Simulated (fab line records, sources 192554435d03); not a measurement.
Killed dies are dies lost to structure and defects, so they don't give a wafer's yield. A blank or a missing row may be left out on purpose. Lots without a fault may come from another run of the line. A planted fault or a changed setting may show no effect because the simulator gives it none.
Chamber matching | flow n5_finfet | N5_BEOL_M3_STRIP_36 on rie_diel-02: 4 sister chambers
The step strips in N2/H2. 8 wafers are shown with their chamber, then 10 later ones without.

WAFERS WITH THEIR CHAMBER
wafer  | chamber | showerhead_plenum_p_Torr (Torr) | oes_product_au (a.u.)
L080.6 | 1       | 2.48                            | 0.98
L082.2 | 1       | 2.48                            | 0.96
L082.6 | 0       | 2.51                            | 0.71
L083.3 | 2       | 2.48                            | 0.93
L083.4 | 0       | 2.50                            | 0.71
L083.5 | 3       | 2.62                            | 0.69
L089.1 | 2       | 2.48                            | 0.92
L089.3 | 3       | 2.62                            | 0.68

WAFERS WITHOUT THEIR CHAMBER
wafer  | showerhead_plenum_p_Torr (Torr) | oes_product_au (a.u.)
L089.6 | 2.48                            | 0.94
L091.1 | 2.62                            | 0.68
L091.2 | 2.48                            | 0.92
L091.6 | 2.48                            | 0.91
L095.1 | 2.62                            | 0.68
L095.4 | 2.50                            | 0.69
L095.5 | 2.47                            | 0.90
L097.2 | 2.61                            | 0.67
L097.3 | 2.47                            | 0.90
L097.6 | 2.47                            | 0.88

WHICH CHAMBER EACH WENT THROUGH
wafer  | from the rows above     | in truth
L089.6 | can't be placed: 2 or 1 | 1
L091.1 | 3                       | 3
L091.2 | 2                       | 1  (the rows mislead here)
L091.6 | 2                       | 2
L095.1 | 3                       | 3
L095.4 | 0                       | 0
L095.5 | 2                       | 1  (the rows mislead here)
L097.2 | 3                       | 3
L097.3 | 2                       | 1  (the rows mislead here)
L097.6 | 2                       | 2
Placed correctly: 6 of 10. Can't be placed from these rows: 1 (the true chamber is among the candidates in 1). Placed wrongly: 3.
How it was worked out, from the rows above alone: a wafer's distance from a chamber is the root of the sum, over the readings, of the square of ((its reading less the chamber's mean) divided by the reading's scatter). The wafer belongs to the nearest chamber; if the next one is less than 2 further off, it can't be placed. A chamber's mean is the mean of its shown wafers. The scatter: the root of (the sum of the squares of (reading less its chamber's mean) over the shown wafers, divided by (wafers less chambers)).
